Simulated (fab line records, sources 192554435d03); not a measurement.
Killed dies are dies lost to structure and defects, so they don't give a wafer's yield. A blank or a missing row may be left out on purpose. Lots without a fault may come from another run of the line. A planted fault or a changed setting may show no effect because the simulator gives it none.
Chamber matching | flow n5_finfet | N5_BEOL_M7_CURE_74 on uv_cure-01: 3 sister chambers
The step cures SiCOH lowk, time 240 s. 27 wafers are shown with their chamber, then 12 later ones without.

WAFERS WITH THEIR CHAMBER
wafer  | chamber | wafer_temp_C_max | lamp_power_pct (%)
L074.1 | 2       | 386.0            | 52.39
L074.4 | 2       | 386.1            | 52.27
L074.6 | 2       | 385.7            | 52.42
L074.2 | 2       | 386.3            | 52.35
L074.3 | 2       | 386.2            | 52.33
L074.5 | 2       | 385.7            | 52.35
L078.1 | 1       | 386.6            | 52.31
L078.2 | 1       | 386.3            | 52.29
L078.5 | 1       | 386.1            | 52.36
L079.1 | 1       | 386.6            | 52.28
L079.3 | 1       | 387.1            | 52.20
L079.5 | 1       | 386.6            | 52.35
L080.4 | 2       | 386.1            | 52.36
L080.5 | 2       | 386.3            | 52.45
L080.6 | 2       | 386.8            | 52.26
L081.2 | 0       | 386.6            | 52.39
L081.3 | 0       | 386.7            | 52.22
L081.4 | 0       | 387.0            | 52.32
L082.3 | 2       | 385.8            | 52.22
L082.4 | 2       | 386.4            | 52.33
L082.6 | 2       | 386.2            | 52.36
L084.1 | 0       | 386.6            | 52.37
L084.4 | 0       | 387.1            | 52.29
L084.5 | 0       | 386.5            | 52.29
L084.2 | 0       | 386.4            | 52.42
L084.3 | 0       | 386.5            | 52.34
L084.6 | 0       | 386.1            | 52.35

SIGNATURES (means of the wafers above)
reading          | chamber 0 | chamber 1 | chamber 2 | scatter within a chamber
wafer_temp_C_max | 386.611   | 386.550   | 386.133   | 0.316
lamp_power_pct   | 52.3322   | 52.2983   | 52.3408   | 0.0625
Rule: a wafer's distance from a chamber is the root of the sum, over the readings, of the square of ((its reading less the chamber's mean) divided by the reading's scatter). The wafer belongs to the nearest chamber; if the next one is less than 2 further off, it can't be placed. The scatter: the root of (the sum of the squares of (reading less its chamber's mean) over the shown wafers, divided by (wafers less chambers)).

WAFERS WITHOUT THEIR CHAMBER
wafer  | wafer_temp_C_max | lamp_power_pct (%)
L083.1 | 386.3            | 52.32
L083.4 | 386.6            | 52.38
L083.5 | 386.2            | 52.32
L087.1 | 386.4            | 52.31
L087.2 | 386.5            | 52.33
L087.5 | 386.1            | 52.30
L095.3 | 386.6            | 52.39
L095.5 | 387.2            | 52.26
L095.6 | 386.3            | 52.28
L096.3 | 386.4            | 52.26
L096.4 | 386.2            | 52.33
L096.5 | 386.2            | 52.24

WHICH CHAMBER EACH WENT THROUGH
wafer  | from the rows above          | in truth
L083.1 | can't be placed: 2 or 1 or 0 | 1
L083.4 | can't be placed: 0 or 1 or 2 | 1
L083.5 | can't be placed: 2 or 1 or 0 | 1
L087.1 | can't be placed: 1 or 0 or 2 | 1
L087.2 | can't be placed: 0 or 1 or 2 | 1
L087.5 | can't be placed: 2 or 1 or 0 | 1
L095.3 | can't be placed: 0 or 1 or 2 | 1
L095.5 | can't be placed: 1 or 0 or 2 | 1
L095.6 | can't be placed: 1 or 2 or 0 | 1
L096.3 | can't be placed: 1 or 0 or 2 | 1
L096.4 | can't be placed: 2 or 1 or 0 | 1
L096.5 | can't be placed: 1 or 2 or 0 | 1
Placed correctly: 0 of 12. Can't be placed from these rows: 12 (the true chamber is among the candidates in 12). Placed wrongly: 0.
